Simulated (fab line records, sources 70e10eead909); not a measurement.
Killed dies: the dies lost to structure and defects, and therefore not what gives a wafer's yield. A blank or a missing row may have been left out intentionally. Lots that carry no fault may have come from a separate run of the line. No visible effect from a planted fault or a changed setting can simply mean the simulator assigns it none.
fab line records	flow nandHarc
record: lots: 11	wafers: 33	lastDay: 33
route steps=1302 shown A_BLC@1125 A_M0@1144 END@1302
lots with no fault: from the same line, run without faults
startH: hours from the record's opening day to when the first of the lot's shown wafers began	waitH: how many hours have passed since the lot's step before this one	" the same as in the row above	L1.1+2: a row that stands for several wafers	- value missing, or start not given	* or withheld: withheld	< > ~ a bound
route shown NAME@n: names a module that has steps shown in the file, with the first one's number in the route	usual: mean/standard deviation of fault-free wafers	same: alike in all rows	chamber/n: place in a boat	sites: per-site readings	_std_site: standard deviation of those values	_edge_site: inner sites' mean taken away from outer sites' mean	radiusMm: how far each site lies from the wafer's centre	mask NAME#n: copy n	behind: the tool/chamber that last shaped the wafer	hold: the reason the lot was held/the length of the hold in hours/how it ended	device: the transistor (n, p or np) that didn't switch	end of line: at the end of the route, the tests of the same wafers	where a step has no rows: the recipe by itself	killed: the dies lost at the first sort to structure and to defects; this is not the yield of the wafer	map: a wafer's dies, marking killed ones x, the rest . and places with no die _
set.NAME: the setting as run; set.NAME@STEP: as run at that earlier step	model.NAME: the simulator's own value behind a step, which no gauge read
route steps across a sampled set of lots; one table per step, one row per wafer
services: a tool's chamber out of use, with start hour (startH, from the record's first day; less than 0 if before it), hours out, and reason
== steps ==
step: NHARC_A_BLC_STRIP_29
recipe: cf4FlowSccm: 150	arFlowSccm: 0	biasW: 0	chemistry: CF4
usual: drypumpMotorCurrentA: 5.7/0.46	oesProductAu: 0.999/0.0073	rfVppV: 59.4/0.92	showerheadPlenumPTorr: 1.77/0.071	throttleValvePct: 13.284/0.0094
lot.wafer	tool	chamber	startH	waitH	drypumpMotorCurrentA	oesProductAu	rfHoursCounterH	rfVppV	showerheadPlenumPTorr	throttleValvePct
L887.1	rieDiel-11	3	541.10	0.1	5.3	0.995	8	58.6	1.86	13.277
L887.5	"	0	"	"	5.7	1.022	-	59.8	1.72	13.282
L887.4	"	3	"	"	5.3	1.000	-	59.0	1.86	13.282
L889.2	rieDiel-06	2	556.21	0.1	5.0	1.001	5	58.5	1.86	13.301
L889.3	"	0	"	"	5.3	1.003	5	58.6	1.77	13.275
L889.5	"	3	"	"	5.7	1.004	-	59.8	1.71	13.282
L886.2	rieDiel-11	2	562.27	0.1	6.6	1.003	9	58.2	1.65	13.285
L886.1	"	3	"	"	5.2	1.006	9	58.9	1.86	13.292
L886.3	"	0	"	"	5.7	1.007	9	58.5	1.72	13.284
L891.2	rieDiel-11	2	594.30	0.1	6.5	0.996	11	58.3	1.65	13.282
L891.1	"	3	"	"	5.3	1.006	11	59.9	1.86	13.279
L891.5	"	3	"	"	5.2	0.997	-	60.0	1.86	13.284
L893.3	rieDiel-09	0	616.33	0.1	5.2	0.996	33	58.6	1.74	13.286
L893.2	"	1	"	"	5.5	1.006	32	60.8	1.90	13.290
L893.6	"	0	"	"	5.2	0.993	-	59.0	1.74	13.285
L897.2	rieDiel-06	0	647.20	0.1	5.3	1.005	14	59.3	1.77	13.292
L897.3	"	1	"	"	5.6	0.994	13	60.2	1.81	13.260
L897.4	"	2	"	"	5.0	1.005	14	60.1	1.86	13.272
L900.4	rieDiel-06	0	701.28	0.1	5.3	1.012	2	59.0	1.77	13.288
L900.6	"	0	"	"	5.3	1.015	-	59.2	1.77	13.283
L900.5	"	1	"	"	5.6	1.004	-	61.5	1.80	13.286
L902.2	rieDiel-11	2	708.87	0.1	6.6	0.992	7	59.8	1.64	13.280
L902.6	"	1	"	"	5.7	0.988	-	58.5	1.77	13.270
L902.4	"	2	"	"	6.5	0.995	-	59.3	1.64	13.287
L905.4	rieDiel-06	0	715.62	0.1	5.3	1.009	4	59.1	1.77	13.289
L905.1	"	2	"	"	5.0	0.991	3	58.6	1.86	13.307
L905.5	"	0	"	"	5.3	1.013	-	59.9	1.77	13.272
L906.1	rieDiel-06	3	730.58	0.1	5.7	0.998	5	57.8	1.71	13.280
L906.6	"	3	"	"	5.8	0.989	-	59.3	1.71	13.286
L906.5	"	0	"	"	5.3	1.008	-	59.4	1.77	13.284
L907.2	rieDiel-09	3	745.36	0.1	6.5	0.997	16	58.9	1.81	13.303
L907.1	"	1	"	"	5.5	1.007	24	59.8	1.89	13.278
L907.6	"	1	"	"	5.5	1.017	-	59.7	1.89	13.280
step: NHARC_A_M0_EXPOSE_06
recipe: na: 1.35	targetCdNm: 80	doseMj: 83.25	maskId: A_M0
usual: exposureDoseMJCm2: 83.12/0.091	reticleTempC: 23.00/0.11
lot.wafer	tool	chamber	startH	waitH	mask	exposureDoseMJCm2	reticleTempC
L887.1	arfiScanner-01	0	543.67	-	A_M0#0	83.27	23.04
L887.4	"	0	"	"	A_M0#0	83.21	23.12
L887.5	"	0	"	"	A_M0#0	83.31	23.13
L889.2	arfiScanner-01	0	558.75	-	A_M0#0	83.32	22.83
L889.3	"	0	"	"	A_M0#0	83.11	22.84
L889.5	"	0	"	"	A_M0#0	83.19	22.90
L886.1	arfiScanner-03	0	565.04	-	A_M0#0	83.22	23.10
L886.2	"	0	"	"	A_M0#0	83.14	23.08
L886.3	"	0	"	"	A_M0#0	83.27	23.13
L891.1	arfiScanner-02	0	597.00	-	A_M0#0	83.10	22.99
L891.2	"	0	"	"	A_M0#0	83.00	22.88
L891.5	"	0	"	"	A_M0#0	83.17	22.86
L893.2	arfiScanner-02	0	618.93	-	A_M0#0	82.96	23.05
L893.3	"	0	"	"	A_M0#0	83.12	22.92
L893.6	"	0	"	"	A_M0#0	83.06	23.01
L897.2	arfiScanner-03	0	649.88	-	A_M0#0	83.13	23.12
L897.3	"	0	"	"	A_M0#0	82.97	23.06
L897.4	"	0	"	"	A_M0#0	82.97	22.88
L900.4	arfiScanner-03	0	704.11	-	A_M0#0	127.89	23.07
L900.5	"	0	"	"	A_M0#0	127.81	23.03
L900.6	"	0	"	"	A_M0#0	127.79	23.09
L902.2	arfiScanner-03	0	711.42	-	A_M0#0	119.49	22.96
L902.4	"	0	"	"	A_M0#0	119.41	22.89
L902.6	"	0	"	"	A_M0#0	119.41	22.96
L905.1	arfiScanner-02	0	718.30	-	A_M0#0	83.11	22.92
L905.4	"	0	"	"	A_M0#0	83.18	22.95
L905.5	"	0	"	"	A_M0#0	83.02	22.88
L906.1	arfiScanner-02	0	733.16	-	A_M0#0	83.10	23.12
L906.5	"	0	"	"	A_M0#0	82.99	22.93
L906.6	"	0	"	"	A_M0#0	82.98	23.10
L907.1	arfiScanner-01	0	748.07	-	A_M0#0	83.14	23.20
L907.2	"	0	"	"	A_M0#0	83.19	23.11
L907.6	"	0	"	"	A_M0#0	83.09	23.17
step: NHARC_A_M0_CD_MEAS_09
recipe: targetCdNm: 80	landingEnergyEv: 500
usual: cdNm: 80.1/0.61
same: landingEnergyEv: 500
lot.wafer	tool	chamber	startH	waitH	cdNm
L887.1	cdSem-02	0	543.81	-	79.5
L887.4	"	0	"	"	79.8
L887.5	"	0	"	"	80.0
L889.2	cdSem-01	0	558.88	-	79.4
L889.3	"	0	"	"	79.6
L889.5	"	0	"	"	79.9
L886.1	cdSem-02	0	565.18	-	79.4
L886.2	"	0	"	"	79.6
L886.3	"	0	"	"	80.0
L891.1	cdSem-02	0	597.14	-	79.4
L891.2	"	0	"	"	79.6
L891.5	"	0	"	"	80.3
L893.2	cdSem-03	0	619.06	-	81.4
L893.3	"	0	"	"	80.4
L893.6	"	0	"	"	81.0
L897.2	cdSem-02	0	650.02	-	79.1
L897.3	"	0	"	"	79.4
L897.4	"	0	"	"	79.2
L900.4	cdSem-02	0	704.24	-	107.3
L900.5	"	0	"	"	107.7
L900.6	"	0	"	"	107.1
L902.2	cdSem-01	0	711.56	-	104.0
L902.4	"	0	"	"	103.5
L902.6	"	0	"	"	103.8
L905.1	cdSem-02	0	718.45	-	80.5
L905.4	"	0	"	"	80.1
L905.5	"	0	"	"	80.8
L906.1	cdSem-03	0	733.30	-	80.8
L906.5	"	0	"	"	80.8
L906.6	"	0	"	"	80.2
L907.1	cdSem-01	0	748.21	-	80.7
L907.2	"	0	"	"	80.4
L907.6	"	0	"	"	80.4
step: NHARC_A_M0_OVL_MEAS_10
recipe: pitchNm: 160
usual: overlayXNm: -0.3/0.53	overlayYNm: 0.2/0.9
lot.wafer	tool	chamber	startH	waitH	overlayXNm	overlayYNm
L887.1	overlay-01	-	543.89	-	0.2	-2.0
L887.4	"	-	"	"	0.8	-1.2
L887.5	"	-	"	"	-0.4	-1.1
L889.2	overlay-01	-	558.97	-	0.2	0.6
L889.3	"	-	"	"	0.3	0.9
L889.5	"	-	"	"	0.3	1.0
L886.1	overlay-01	-	565.26	-	-1.0	1.1
L886.2	"	-	"	"	-0.4	0.9
L886.3	"	-	"	"	-1.1	1.1
L891.1	overlay-02	-	597.23	-	0.2	0.0
L891.2	"	-	"	"	-0.5	0.3
L891.5	"	-	"	"	0.3	0.0
L893.2	overlay-02	-	619.15	-	-0.5	0.5
L893.3	"	-	"	"	-1.2	0.1
L893.6	"	-	"	"	-0.5	-0.2
L897.2	overlay-02	-	650.10	-	0.1	-0.8
L897.3	"	-	"	"	0.2	-0.1
L897.4	"	-	"	"	-0.1	-1.2
L900.4	overlay-01	-	704.32	-	-0.8	1.0
L900.5	"	-	"	"	-0.7	0.8
L900.6	"	-	"	"	-1.0	0.7
L902.2	overlay-01	-	711.64	-	0.1	-0.2
L902.4	"	-	"	"	0.6	-0.5
L902.6	"	-	"	"	0.1	-0.3
L905.1	overlay-01	-	718.54	-	0.2	1.0
L905.4	"	-	"	"	-0.5	0.9
L905.5	"	-	"	"	0.1	1.1
L906.1	overlay-01	-	733.39	-	0.1	-0.1
L906.5	"	-	"	"	0.1	-0.6
L906.6	"	-	"	"	0.0	0.2
L907.1	overlay-02	-	748.30	-	-0.7	1.6
L907.2	"	-	"	"	-0.4	1.4
L907.6	"	-	"	"	-0.7	1.5
step: NHARC_A_M0_INSPECT_11
usual: rawDefectCount: 81/31
lot.wafer	tool	chamber	startH	waitH	rawDefectCount
L887.1	defectInspect-01	-	543.93	0.0	72
L887.4	"	-	"	"	66
L887.5	"	-	"	"	75
L889.2	defectInspect-01	-	559.00	0.0	155
L889.3	"	-	"	"	141
L889.5	"	-	"	"	148
L886.1	defectInspect-02	-	565.30	0.0	72
L886.2	"	-	"	"	70
L886.3	"	-	"	"	77
L891.1	defectInspect-02	-	597.27	0.0	108
L891.2	"	-	"	"	118
L891.5	"	-	"	"	104
L893.2	defectInspect-01	-	619.19	0.0	35
L893.3	"	-	"	"	24
L893.6	"	-	"	"	30
L897.2	defectInspect-02	-	650.14	0.0	52
L897.3	"	-	"	"	53
L897.4	"	-	"	"	56
L900.4	defectInspect-01	-	704.36	0.0	55
L900.5	"	-	"	"	57
L900.6	"	-	"	"	49
L902.2	defectInspect-02	-	711.68	0.0	106
L902.4	"	-	"	"	104
L902.6	"	-	"	"	96
L905.1	defectInspect-02	-	718.57	0.0	67
L905.4	"	-	"	"	68
L905.5	"	-	"	"	71
L906.1	defectInspect-02	-	733.42	0.0	74
L906.5	"	-	"	"	91
L906.6	"	-	"	"	88
L907.1	defectInspect-01	-	748.33	0.0	66
L907.2	"	-	"	"	77
L907.6	"	-	"	"	70
step: NHARC_END_SORT_01
recipe: tempC: 25
usual: defectLimitedYield: 91.5/2.4	killedAtArray: 52/16	killedAtOther: 0.8/1.1	killedAtPeriphery: 4.2/2.5	killedDies: 57/16	killedOpen: 3.4/2	killedShort: 2.6/1.6	sort_bin_2_pct: 3.0/1.1	sort_bin_3_pct: 0.6/0.31	sort_bin_4_pct: 4.8/1.4	sortNPass: 620/16	sortRimYieldPct: 90/4.8	sortYieldPct: 91.5/2.4
same: grossDies: 677	sort_bin_5_pct[%]: 0	sort_bin_6_pct[%]: 0	sort_bin_7_pct[%]: 0	sort_bin_8_pct[%]: 0	sortRimNGross: 106.00
lot.wafer	tool	chamber	startH	waitH	defectLimitedYield[%]	killedAtArray	killedAtOther	killedAtPeriphery	killedDies	killedOpen	killedShort	sort_bin_2_pct[%]	sort_bin_3_pct[%]	sort_bin_4_pct[%]	sortNPass	sortRimYieldPct[%]	sortYieldPct[%]
L902.2	prober-02	0	752.75	2.8	88.2	74	1	5	80	3	0	4.9	0.7	6.2	597	89	88.2
L902.6	prober-02	0	755.94	4.0	87.9	70	0	12	82	5	2	3.7	1.2	7.2	595	90	87.9
killed by level:class
L902.2 A_CHANNEL_HOLE_D1:chamberFilmFlake=36 A_CHANNEL_HOLE_D2:chamberFilmFlake=24 A_SLIT:chamberFilmFlake=5 A_CONTACT:chamberFilmFlake=4 P_M1:chamberFilmFlake=2 A_ONON_D1:geometricParticle:open=1 A_CHANNEL_FILL_D1:geometricParticle:open=1 A_DECK1_JOINT:geometricParticle:open=1
L902.6 A_CHANNEL_HOLE_D1:chamberFilmFlake=38 A_CHANNEL_HOLE_D2:chamberFilmFlake=21 P_GATE:chamberFilmFlake=4 P_M1:chamberFilmFlake=4 A_CONTACT:chamberFilmFlake=2 P_GATE:geometricParticle:open=1 P_M0:geometricParticle:open=1 P_M1:geometricParticle:open=1
== services ==
tool	chamber	startH	hours	kind
rieDiel-06	0	517.79	-	clean
rieDiel-06	1	517.79	-	clean
rieDiel-06	2	517.79	-	clean
rieDiel-06	3	517.79	-	clean
rieDiel-11	1	535.49	10.5	repair
arfiScanner-02	-	536.33	4.6	repair
arfiScanner-03	-	540.00	4.0	pm
rieDiel-09	-	572.15	0.2	repair
rieDiel-09	1	573.14	4.5	repair
rieDiel-11	1	593.45	16.5	repair
arfiScanner-01	-	596.01	4.0	pm
rieDiel-11	-	609.50	9.0	pm
arfiScanner-02	-	656.00	4.0	pm
rieDiel-06	2	659.73	17.2	repair
rieDiel-06	-	661.29	9.0	pm
rieDiel-09	-	674.46	9.0	pm
arfiScanner-03	-	676.25	1.0	repair
rieDiel-09	0	692.76	4.9	repair
rieDiel-09	3	693.63	5.5	repair
rieDiel-11	0	706.29	13.6	repair
rieDiel-09	3	707.39	5.8	repair
arfiScanner-03	-	712.00	4.0	pm
arfiScanner-01	-	744.23	0.7	repair
rieDiel-09	0	744.39	13.0	repair
== key ==
firstSign: step: NHARC_A_M0_EXPOSE_06	reading: exposureDoseMJCm2	direction: up	sigmas: 99+	usual: 83.12	struck: 123.63
effect: step: NHARC_A_M0_CD_MEAS_09	reading: cdNm	direction: up	sigmas: 42	usual: 80.1	struck: 105.6	through: controlLoop
metAt NHARC_A_M0_EXPOSE_06
struckLots L900,L902
sortLeftOut L900.4,L900.5,L900.6
loopTrim: step: NHARC_A_M0_EXPOSE_06	setting: dose	lots: L902
notActingAt NHARC_A_BLC_STRIP_29,NHARC_A_M0_OVL_MEAS_10,NHARC_A_M0_INSPECT_11
onsetBetween 649.88 704.11
fault: kind: processParameterDrift	tool: arfiScanner-03	chamber: -	onsetH: 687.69	steps: NHARC_A_M0_EXPOSE_06	channel: doseMj	offset: 44.557	shape: step	actsIn: theseRecipesOnly	stated: 83.25
sortLeftOut: the simulated sort isn't trusted on such a fault, so these wafers' sort isn't shown, and their yield isn't known
loopTrim: a control loop set the setting to another value than it would have without faults
